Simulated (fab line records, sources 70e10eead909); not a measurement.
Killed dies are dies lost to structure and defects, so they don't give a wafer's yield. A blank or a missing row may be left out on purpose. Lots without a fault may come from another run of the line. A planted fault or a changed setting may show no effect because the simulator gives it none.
fab line records | flow nand_harc | part 2 of 2: steps 5 to 6 of 6
record lots=21 wafers=63 last_day=33
route steps=1302 shown A_STAIRCASE@701
lots that met no fault: from a run of the same line without faults
start_h: hours from the record's first day to the start of the lot's first wafer shown | wait_h: hours since the lot's step before | " the same as in the row above | L1.1+2: a row that stands for several wafers | - no value, or no start given | * or withheld: withheld | < > ~ a bound
route shown NAME@n: a module of which the file shows steps, and the number in the route of the first | usual: mean/standard deviation of fault-free wafers | same: alike in all rows | chamber/n: place in a boat | sites: the reading at each site | _std_site: their standard deviation | _edge_site: outer sites' mean less inner sites' | radius_mm: how far each site lies from the wafer's centre | mask NAME#n: copy n | behind: the tool/chamber that last shaped the wafer | hold: why the lot was held/for how many hours/how that ended | device: the transistor (n, p or np) that didn't switch | end of line: the same wafers' tests at the end of the route | a step without rows: its recipe alone | killed: dies lost to structure and defects at the first sort, not the wafer's yield | map: a wafer's dies, x killed, . not, _ none there
set.NAME: the setting as run; set.NAME@STEP: as run at that earlier step | model.NAME: the simulator's own value behind a step, which no gauge read
steps of the route over a sample of lots; a table a step, a row a wafer
services: from which hour (start_h, from the record's first day; less than 0 if before it) a tool's chamber was out of use, for how many hours, and why
## steps
# step NHARC_A_STAIRCASE_TRIM_222
# recipe time_s=211.2 o2_flow_sccm=500 ar_flow_sccm=0 bias_w=0 chemistry=O2
# usual drypump_motor_current_A=5.8/0.31 oes_product_au=1.002/0.013 rf_vpp_V=57.8/1 showerhead_plenum_p_Torr=3.54/0.19 throttle_valve_pct=17.038/0.009
# columns lot.wafer tool chamber start_h wait_h drypump_motor_current_A oes_product_au rf_hours_counter_h rf_vpp_V showerhead_plenum_p_Torr throttle_valve_pct
L074.1 rie_diel-01 1 - - 6.4 0.994 42 58.7 3.35 17.029
L074.4 " 2 " " 5.7 1.002 30 57.2 3.30 17.050
L074.2 " 3 " " 5.8 0.986 38 58.7 3.79 17.047
L075.2 rie_diel-12 3 - - 5.8 1.025 37 56.4 3.28 17.032
L075.6 " 2 " " 6.2 1.011 - 56.6 3.39 17.049
L075.5 " 3 " " 5.8 1.004 - 56.4 3.28 17.037
L076.1 rie_diel-06 2 - - 5.0 1.000 24 57.1 3.76 17.041
L076.2 " 3 " " 5.9 1.002 22 57.9 3.42 17.036
L076.5 " 2 " " 5.0 0.998 - 57.1 3.76 17.031
L077.2 rie_diel-12 0 - - 5.9 0.988 41 59.7 3.78 17.035
L077.3 " 2 " " 6.2 1.002 51 58.4 3.39 17.039
L077.6 " 0 " " 5.9 0.991 - 59.4 3.78 17.033
L078.3 rie_diel-01 3 - - 5.8 1.019 2 57.6 3.78 17.046
L078.1 " 0 " " 5.4 1.013 2 57.1 3.56 17.040
L078.5 " 2 " " 5.7 1.012 - 58.5 3.29 17.046
L079.2 rie_diel-12 1 - - 5.8 0.986 57 58.8 3.64 17.039
L079.5 " 1 " " 5.8 0.993 - 58.2 3.64 17.039
L079.6 " 2 " " 6.2 1.009 - 56.9 3.38 17.041
L080.1 rie_diel-06 3 - - 5.9 0.999 32 59.5 3.41 17.040
L080.3 " 0 " " 5.6 1.016 39 56.6 3.40 17.047
L080.5 " 0 " " 5.6 1.007 - 57.5 3.40 17.039
L081.3 rie_diel-01 2 - - 5.7 1.006 13 55.8 3.28 17.045
L081.4 " 3 " " 5.8 1.000 16 57.5 3.77 17.031
L081.6 " 1 " " 6.4 1.016 - 55.2 3.34 17.034
L082.1 rie_diel-12 2 - - 6.2 1.005 67 55.1 3.38 17.039
L082.4 " 0 " " 5.9 0.998 58 59.1 3.77 17.035
L082.6 " 1 " " 5.8 0.985 - 57.6 3.64 17.024
L083.4 rie_diel-12 3 - - 5.8 1.018 2 58.8 3.81 17.026
L083.2 " 2 " " 6.2 1.010 2 56.9 3.38 17.033
L083.6 " 0 " " 5.9 0.986 - 59.1 3.77 17.031
L085.1 rie_diel-06 1 - - 5.7 1.005 41 57.5 3.52 17.028
L085.3 " 2 " " 5.0 1.021 47 58.5 3.75 17.028
L085.2 " 0 " " 5.6 1.021 56 56.5 3.39 17.026
L084.2 rie_diel-12 0 - - 5.9 0.989 3 58.0 3.77 17.021
L084.3 " 1 " " 5.8 0.980 3 57.5 3.64 17.035
L084.5 " 3 " " 5.8 1.008 - 57.2 3.81 17.022
L086.3 rie_diel-01 1 - - 6.4 1.000 35 57.3 3.33 17.046
L086.6 " 2 " " 5.7 1.009 - 57.0 3.28 17.049
L086.5 " 3 " " 5.8 1.000 - 58.9 3.76 17.046
L087.2 rie_diel-12 0 - - 5.9 0.994 20 59.5 3.76 17.022
L087.1 " 1 " " 5.8 0.985 19 58.0 3.63 17.033
L087.6 " 1 " " 5.8 0.983 - 57.6 3.63 17.044
L088.4 rie_diel-12 3 - - 5.8 1.017 19 58.4 3.80 17.036
L088.5 " 3 " " 5.8 1.030 - 58.6 3.80 17.049
L088.6 " 0 " " 5.9 1.001 - 59.4 3.76 17.034
L089.1 rie_diel-01 2 - - 5.7 1.014 41 58.5 3.27 17.048
L089.3 " 2 " " 5.7 1.016 - 57.2 3.27 17.036
L089.6 " 3 " " 5.9 1.019 - 58.0 3.76 17.045
L090.1 rie_diel-12 3 - - 5.8 1.024 20 58.0 3.80 17.044
L090.3 " 0 " " 5.9 0.998 21 58.0 3.76 17.059
L090.5 " 1 " " 5.8 0.976 - 56.5 3.63 17.015
L093.3 rie_diel-01 0 - - 5.4 0.991 43 58.2 3.54 17.035
L093.2 " 1 " " 6.4 0.980 53 56.5 3.32 17.039
L093.1 " 2 " " 5.7 1.004 52 56.0 3.26 17.042
L094.1 rie_diel-01 1 - - 6.4 1.012 57 57.4 3.32 17.037
L094.4 " 3 " " 5.8 1.027 58 57.4 3.75 17.030
L094.2 " 0 " " 5.4 1.000 49 59.4 3.54 17.037
L095.2 rie_diel-12 0 - - 5.9 0.986 36 58.1 3.75 17.028
L095.3 " 1 " " 5.8 0.996 36 57.9 3.62 17.032
L095.6 " 3 " " 5.8 1.011 - 57.0 3.79 17.038
L097.3 rie_diel-01 2 - - 5.7 0.996 8 59.4 3.80 17.034
L097.2 " 0 " " 5.4 0.990 5 58.2 3.53 17.031
L097.6 " 2 " " 5.7 1.001 - 59.6 3.80 17.032
# step NHARC_A_STAIRCASE_TRIM_233
# recipe time_s=211.2 o2_flow_sccm=500 ar_flow_sccm=0 bias_w=0 chemistry=O2
# usual drypump_motor_current_A=5.8/0.31 oes_product_au=1.002/0.012 rf_vpp_V=57.7/0.83 showerhead_plenum_p_Torr=3.54/0.18 throttle_valve_pct=17.038/0.0093
# columns lot.wafer tool chamber start_h wait_h drypump_motor_current_A oes_product_au rf_hours_counter_h rf_vpp_V showerhead_plenum_p_Torr throttle_valve_pct
L074.2 rie_diel-01 1 - - 6.4 1.014 43 57.0 3.35 17.039
L074.1 " 3 " " 5.8 1.002 38 56.7 3.79 17.024
L074.4 " 0 " " 5.4 0.985 38 57.4 3.57 17.038
L075.2 rie_diel-01 1 - - 6.4 1.016 47 57.1 3.35 17.030
L075.6 " 3 " " 5.8 0.997 - 58.3 3.78 17.044
L075.5 " 0 " " 5.4 0.989 - 56.6 3.56 17.037
L076.1 rie_diel-06 3 - - 5.9 1.000 22 57.2 3.42 17.047
L076.2 " 0 " " 5.6 1.005 26 57.0 3.40 17.030
L076.5 " 3 " " 5.9 1.013 - 57.0 3.42 17.030
L077.2 rie_diel-12 1 - - 5.8 0.987 50 57.9 3.65 17.031
L077.3 " 0 " " 5.9 1.002 42 56.2 3.78 17.038
L077.6 " 1 " " 5.8 0.968 - 58.0 3.65 17.032
L078.3 rie_diel-12 0 - - 5.9 0.988 45 57.3 3.78 17.051
L078.1 " 1 " " 5.8 0.980 53 58.3 3.65 17.057
L078.5 " 3 " " 5.8 1.011 - 56.9 3.28 17.038
L079.2 rie_diel-12 1 - - 5.8 0.993 57 56.8 3.64 17.038
L079.6 " 0 " " 5.9 0.981 - 57.9 3.78 17.035
L079.5 " 1 " " 5.8 0.992 - 57.6 3.64 17.060
L080.1 rie_diel-12 1 - - 5.8 0.999 62 57.6 3.64 17.037
L080.3 " 0 " " 5.9 1.003 55 57.5 3.78 17.012
L080.5 " 1 " " 5.8 1.000 - 59.3 3.64 17.025
L081.4 rie_diel-01 0 - - 5.4 0.994 17 58.2 3.55 17.031
L081.3 " 2 " " 5.7 1.004 13 56.8 3.28 17.035
L081.6 " 0 " " 5.4 0.993 - 57.9 3.55 17.023
L082.1 rie_diel-12 3 - - 5.8 0.994 62 58.6 3.27 17.044
L082.4 " 0 " " 5.9 0.984 59 59.2 3.77 17.027
L082.6 " 2 " " 6.2 1.004 - 57.3 3.38 17.045
L083.4 rie_diel-12 3 - - 5.8 1.015 2 58.4 3.81 17.037
L083.2 " 1 " " 5.8 0.975 2 57.8 3.64 17.049
L083.6 " 0 " " 5.9 0.979 - 58.7 3.77 17.047
L085.1 rie_diel-06 3 - - 5.9 1.008 48 59.3 3.40 17.027
L085.3 " 0 " " 5.6 1.004 57 57.8 3.39 17.038
L085.2 " 1 " " 5.7 1.010 42 57.6 3.52 17.030
L084.3 rie_diel-06 2 - - 5.0 1.012 48 58.6 3.75 17.036
L084.2 " 3 " " 5.9 1.012 49 57.0 3.40 17.058
L084.5 " 0 " " 5.6 1.016 - 56.4 3.39 17.044
L086.3 rie_diel-06 1 - - 5.7 0.998 46 58.2 3.51 17.032
L086.6 " 0 " " 5.6 1.009 - 57.2 3.39 17.025
L086.5 " 1 " " 5.7 1.009 - 58.2 3.51 17.037
L087.2 rie_diel-06 2 - - 5.1 0.998 9 57.3 3.74 17.036
L087.1 " 0 " " 5.6 1.007 9 57.4 3.38 17.035
L087.6 " 2 " " 5.0 1.002 - 58.2 3.74 17.030
L088.4 rie_diel-12 2 - - 6.2 1.022 21 58.0 3.37 17.041
L088.5 " 0 " " 5.9 0.996 - 57.4 3.76 17.047
L088.6 " 1 " " 5.8 0.979 - 58.3 3.63 17.023
L090.3 rie_diel-01 1 - - 6.4 1.015 43 57.7 3.32 17.035
L090.1 " 2 " " 5.7 1.009 42 58.0 3.27 17.049
L090.5 " 1 " " 6.4 1.013 - 57.6 3.32 17.035
L089.1 rie_diel-12 3 - - 5.8 1.021 21 58.1 3.80 17.033
L089.3 " 1 " " 5.8 0.977 22 58.6 3.63 17.030
L089.6 " 2 " " 6.2 1.015 - 58.3 3.37 17.024
L093.2 rie_diel-12 2 - - 6.2 1.006 33 58.3 3.36 17.045
L093.3 " 3 " " 5.8 1.021 28 58.6 3.79 17.035
L093.1 " 0 " " 5.9 0.983 31 57.3 3.76 17.044
L094.2 rie_diel-12 1 - - 5.8 0.988 34 57.0 3.62 17.035
L094.1 " 3 " " 5.8 1.028 30 58.9 3.79 17.047
L094.4 " 0 " " 5.9 0.987 34 57.5 3.75 17.048
L095.3 rie_diel-12 0 - - 5.9 0.985 36 59.1 3.75 17.031
L095.2 " 1 " " 5.8 0.984 36 58.5 3.62 17.042
L095.6 " 3 " " 5.8 1.004 - 57.5 3.79 17.045
L097.3 rie_diel-01 3 - - 5.8 0.998 8 59.2 3.74 17.044
L097.2 " 0 " " 5.4 0.981 6 57.9 3.53 17.040
L097.6 " 2 " " 5.7 1.000 - 58.6 3.80 17.018
## services
# columns tool chamber start_h hours kind
rie_diel-12 0 326.86 - clean
rie_diel-12 1 326.86 - clean
rie_diel-12 2 326.86 - clean
rie_diel-12 3 326.86 - clean
rie_diel-12 0 352.32 - clean
rie_diel-12 1 352.32 - clean
rie_diel-12 2 352.32 - clean
rie_diel-12 3 352.32 - clean
rie_diel-06 1 354.02 13.4 repair
rie_diel-06 3 365.97 9.2 repair
rie_diel-12 0 376.82 - clean
rie_diel-01 3 377.64 4.2 repair
rie_diel-01 - 381.57 9.0 pm
rie_diel-01 0 401.71 7.1 repair
rie_diel-06 - 441.74 0.7 repair
rie_diel-12 - 445.49 9.0 pm
rie_diel-01 - 451.33 0.6 repair
rie_diel-12 1 466.41 5.9 repair
rie_diel-06 - 484.22 9.0 pm
rie_diel-06 3 496.22 11.6 repair
rie_diel-01 0 510.51 23.1 repair
rie_diel-01 1 511.08 4.7 repair
rie_diel-06 3 554.15 5.6 repair
rie_diel-01 - 558.68 9.0 pm
